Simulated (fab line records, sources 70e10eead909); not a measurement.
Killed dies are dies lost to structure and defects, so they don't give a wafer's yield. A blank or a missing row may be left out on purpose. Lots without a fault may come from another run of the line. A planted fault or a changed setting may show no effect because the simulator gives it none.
Chamber matching | flow nand_harc | NHARC_A_STAIRCASE_DEP_471 on pecvd-02: 3 sister chambers
The step deposits SiO2, target thk 100 nm. 16 wafers are shown with their chamber, then 8 later ones without.

WAFERS WITH THEIR CHAMBER
wafer  | chamber | showerhead_vpp_V (V) | throttle_valve_pct (%) | heater_power_w (W)
L074.2 | 2       | 1739                 | 16.4                   | 598
L074.3 | 1       | 2023                 | 15.9                   | 574
L074.6 | 0       | 1980                 | 16.4                   | 630
L077.3 | 1       | 2014                 | 16.1                   | 562
L077.4 | 2       | 1741                 | 16.3                   | 536
L077.6 | 0       | 1977                 | 16.4                   | 737
L082.1 | 0       | 1977                 | 16.5                   | 772
L082.2 | 1       | 1990                 | 15.7                   | 594
L082.4 | 1       | 2056                 | 16.2                   | 591
L081.2 | 0       | 1995                 | 16.4                   | 690
L081.5 | 2       | 1711                 | 16.4                   | 639
L081.6 | 1       | 2039                 | 15.5                   | 612
L085.2 | 2       | 1737                 | 16.6                   | 573
L085.3 | 0       | 2002                 | 16.4                   | 746
L085.6 | 0       | 2010                 | 16.6                   | 766
L093.3 | 2       | 1744                 | 16.5                   | 644

SIGNATURES (means of the wafers above)
reading            | chamber 0 | chamber 1 | chamber 2 | scatter within a chamber
showerhead_vpp_V   | 1990.17   | 2024.40   | 1734.40   | 18
throttle_valve_pct | 16.450    | 15.880    | 16.440    | 0.179
heater_power_w     | 723.50    | 586.60    | 598.00    | 43.4
Rule: a wafer's distance from a chamber is the root of the sum, over the readings, of the square of ((its reading less the chamber's mean) divided by the reading's scatter). The wafer belongs to the nearest chamber; if the next one is less than 2 further off, it can't be placed. The scatter: the root of (the sum of the squares of (reading less its chamber's mean) over the shown wafers, divided by (wafers less chambers)).

WAFERS WITHOUT THEIR CHAMBER
wafer  | showerhead_vpp_V (V) | throttle_valve_pct (%) | heater_power_w (W)
L093.5 | 2018                 | 16.4                   | 678
L093.6 | 1717                 | 16.4                   | 666
L095.1 | 2043                 | 15.5                   | 563
L095.2 | 1969                 | 16.4                   | 841
L095.5 | 2026                 | 15.7                   | 593
L097.2 | 2024                 | 15.6                   | 538
L097.3 | 1733                 | 16.3                   | 560
L097.5 | 1983                 | 16.3                   | 811

WHICH CHAMBER EACH WENT THROUGH
wafer  | from the rows above     | in truth
L093.5 | can't be placed: 0 or 1 | 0
L093.6 | 2                       | 2
L095.1 | 1                       | 1
L095.2 | 0                       | 0
L095.5 | 1                       | 1
L097.2 | 1                       | 1
L097.3 | 2                       | 2
L097.5 | 0                       | 0
Placed correctly: 7 of 8. Can't be placed from these rows: 1 (the true chamber is among the candidates in 1). Placed wrongly: 0.
